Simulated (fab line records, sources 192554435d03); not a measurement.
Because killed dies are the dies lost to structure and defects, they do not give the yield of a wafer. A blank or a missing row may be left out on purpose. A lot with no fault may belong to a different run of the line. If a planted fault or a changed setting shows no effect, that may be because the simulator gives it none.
A struck lot beside a sound one -- flow n5Finfet -- 37 steps out of a route of 1938
Sound: wafers L619.2, L619.5, L619.6. Struck: wafers L625.3, L625.4, L625.5. The cause is given at the end.
Each step with rows lists, per side, the tool, then ch with its chambers, then its first start. Under that, the readings that differ: sound wafers -- struck wafers -- difference of the means -- sigmas: that difference in standard deviations of wafers without a fault.
alike: readings whose means differ by less than 2 such deviations, and words and numbers that are the same on both sides. not compared: withheld readings, readings that some wafer has no value for, bounds like >300 that may hide the same value, and numbers for which the record gives no deviation and whose values overlap.
Wherever a step has rows on one side only, a row that says differs or no value, or a row with sigmas, the two part there. When numbers do not overlap yet have no deviation, they are printed without sigmas and do not part them. A reading that every wafer of one side lacks parts them only if that side has two wafers or more.

first, 10 steps without rows for these wafers: N5_MOL_CONTACT_COAG_SIL_ANNEAL_21 (time 60 s); N5_MOL_CONTACT_COAG_PRE_CLEAN_141 (time 60 s); N5_MOL_CONTACT_COAG_SPUTTER_143 (material Co, target thk 2.5 nm); N5_MOL_CONTACT_COAG_CO_FILL_22 (material Co, precursor CCTBA/H2, target thk 20 nm); N5_MOL_CONTACT_COAG_ANNEAL_113 (time 300 s); N5_MOL_CONTACT_COAG_PRE_CLEAN_142 (time 60 s); N5_MOL_CONTACT_COAG_SPUTTER_130 (material Co, target thk 47.5 nm); N5_MOL_CONTACT_COAG_PRECLEAN_125 (cleans in DIW, time 57.5 s); N5_MOL_CONTACT_COAG_SRD_126 (dry time 32 s); N5_MOL_CONTACT_COAG_CMP_23 (polishes, stops on SiO2, t overpolish 1.5 s, target thk 0 nm).
N5_MOL_CONTACT_COAG_WET_ETCH_26: target Co, target depth 13 nm.
  sound on wetBench-05 ch 2,3,6, day 5 14:50; struck on wetBench-03 ch 4,5,6, day 7 03:04
then, 25 steps without rows for these wafers: N5_MOL_CONTACT_COAG_WET_ETCH_116 (etches the open film in SC1-inhibited, target depth 4.6 nm, rinse time 30 s); N5_MOL_CONTACT_COAG_ALD_27 (deposits SiOC, target thk 17 nm, pulse time 1.5 s, time 2720 s); N5_MOL_CONTACT_COAG_CMP_28 (polishes, stops on SiNx, t overpolish 0.85 s, target thk 14.522 nm); N5_MOL_CONTACT_COAG_ALD_123 (deposits SiNx, target thk 5 nm, pulse time 1 s, purge time 2 s); N5_MOL_CONTACT_COAG_PECVD_31 (deposits SiO2 from TEOS/O2, target thk 46 nm, time 8.9 s); N5_MOL_CONTACT_COAG_COAT_75 (time 60 s, resist thk 60 nm); N5_MOL_CONTACT_COAG_COAT_76 (time 60 s, resist thk 10 nm); N5_MOL_CONTACT_COAG_COAT_77 (time 60 s, resist thk 10 nm); N5_MOL_CONTACT_COAG_COAT_78 (resist thk 40 nm); N5_MOL_CONTACT_COAG_EBR_80; N5_MOL_CONTACT_COAG_SOFTBAKE_79 (time 60 s); N5_MOL_CONTACT_COAG_EXPOSE_81 (exposes mask VG, defocus 0 nm); N5_MOL_CONTACT_COAG_PEB_82 (peb time 60 s); N5_MOL_CONTACT_COAG_DEVELOP_83 (develop time 30 s); N5_MOL_CONTACT_COAG_DESCUM_88 (chemistry O2, time 7 s); N5_MOL_CONTACT_COAG_ETCH_89 (etches underlayer in N2/H2, target depth 13 nm, time 10.4 s); N5_MOL_CONTACT_COAG_ETCH_90 (etches SiARC in CF4, target depth 13 nm, time 21.7 s); N5_MOL_CONTACT_COAG_ALD_131 (deposits SiO2, target thk 5 nm, pulse time 1 s, co reactant pulse time 1 s); N5_MOL_CONTACT_COAG_ETCHBACK_132 (etches SiO2 in CHF3, target depth 10 nm, time 6.7 s); N5_MOL_CONTACT_COAG_ETCH_91 (etches SOC in N2/H2, target depth 60 nm, overetch 21 nm, time 101.2 s); N5_MOL_CONTACT_COAG_STRIP_92 (strips in N2/H2); N5_MOL_CONTACT_COAG_STRIP_93 (strips in N2/H2); N5_MOL_CONTACT_COAG_ETCHBACK_135 (etches SiO2 in CHF3, target depth 25 nm, time 16.7 s); N5_MOL_CONTACT_COAG_STRIP_118 (strips in CHF3); N5_MOL_CONTACT_COAG_VIA_ETCH_46 (etches SiO2 in C4F6/O2, target depth 46 nm, overetch 9.2 nm, time 40 s).
-- record jumps: 7 days separate the struck wafers' starts on either side; left off in module MOL_CONTACT_COAG, taken up again in module PASSIVATION, whose first shown step is the route's number 1936 --
N5_PASSIVATION_PROBE_49:
  the record has rows for the struck wafers here (prober-02, day 14 13:10) and none for the sound ones

WHERE THEY PART
At N5_PASSIVATION_PROBE_49 and nowhere else, as far as this record goes.

WHY: what the simulator had put in
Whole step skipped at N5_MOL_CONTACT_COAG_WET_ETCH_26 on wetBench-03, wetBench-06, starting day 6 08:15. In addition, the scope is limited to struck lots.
